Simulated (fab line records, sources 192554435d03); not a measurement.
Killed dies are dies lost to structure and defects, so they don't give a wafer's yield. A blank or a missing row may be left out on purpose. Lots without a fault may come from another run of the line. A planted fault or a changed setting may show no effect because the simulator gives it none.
Chamber matching | flow n5_finfet | N5_BEOL_M8_STRIP_67 on rie_diel-02: 4 sister chambers
The step strips in CF4. 14 wafers are shown with their chamber, then 7 later ones without.

WAFERS WITH THEIR CHAMBER
wafer  | chamber | drypump_motor_current_A (A) | showerhead_plenum_p_Torr (Torr) | throttle_valve_pct (%)
L075.4 | 3       | 5.1                         | 1.85                            | 13.63
L075.5 | 3       | 5.1                         | 1.85                            | 13.62
L075.6 | 2       | 5.5                         | 1.78                            | 13.57
L078.1 | 1       | 4.7                         | 1.80                            | 13.77
L078.3 | 3       | 5.1                         | 1.85                            | 13.63
L078.4 | 0       | 5.7                         | 1.84                            | 14.08
L080.2 | 3       | 5.1                         | 1.85                            | 13.62
L080.3 | 1       | 4.7                         | 1.80                            | 13.76
L080.6 | 1       | 4.7                         | 1.80                            | 13.77
L081.3 | 1       | 4.6                         | 1.79                            | 13.77
L081.5 | 1       | 4.6                         | 1.79                            | 13.79
L081.6 | 2       | 5.5                         | 1.77                            | 13.61
L086.4 | 1       | 4.6                         | 1.79                            | 13.80
L086.5 | 0       | 5.7                         | 1.84                            | 13.55

SIGNATURES (means of the wafers above)
reading                  | chamber 0 | chamber 1 | chamber 2 | chamber 3 | scatter within a chamber
drypump_motor_current_A  | 5.700     | 4.650     | 5.500     | 5.100     | 0.0387
showerhead_plenum_p_Torr | 1.8400    | 1.7950    | 1.7750    | 1.8500    | 0.00447
throttle_valve_pct       | 13.8150   | 13.7767   | 13.5900   | 13.6250   | 0.119
Rule: a wafer's distance from a chamber is the root of the sum, over the readings, of the square of ((its reading less the chamber's mean) divided by the reading's scatter). The wafer belongs to the nearest chamber; if the next one is less than 2 further off, it can't be placed. The scatter: the root of (the sum of the squares of (reading less its chamber's mean) over the shown wafers, divided by (wafers less chambers)).

WAFERS WITHOUT THEIR CHAMBER
wafer  | drypump_motor_current_A (A) | showerhead_plenum_p_Torr (Torr) | throttle_valve_pct (%)
L086.6 | 5.1                         | 1.84                            | 13.67
L089.3 | 5.1                         | 1.84                            | 13.68
L089.4 | 5.6                         | 1.84                            | 13.56
L089.5 | 5.1                         | 1.84                            | 13.68
L090.2 | 5.7                         | 1.83                            | 13.56
L090.3 | 5.5                         | 1.77                            | 13.63
L090.4 | 5.1                         | 1.84                            | 13.72

WHICH CHAMBER EACH WENT THROUGH
wafer  | from the rows above | in truth
L086.6 | 3                   | 3
L089.3 | 3                   | 3
L089.4 | 0                   | 0
L089.5 | 3                   | 3
L090.2 | 0                   | 0
L090.3 | 2                   | 2
L090.4 | 3                   | 3
Placed correctly: 7 of 7. Can't be placed from these rows: 0. Placed wrongly: 0.
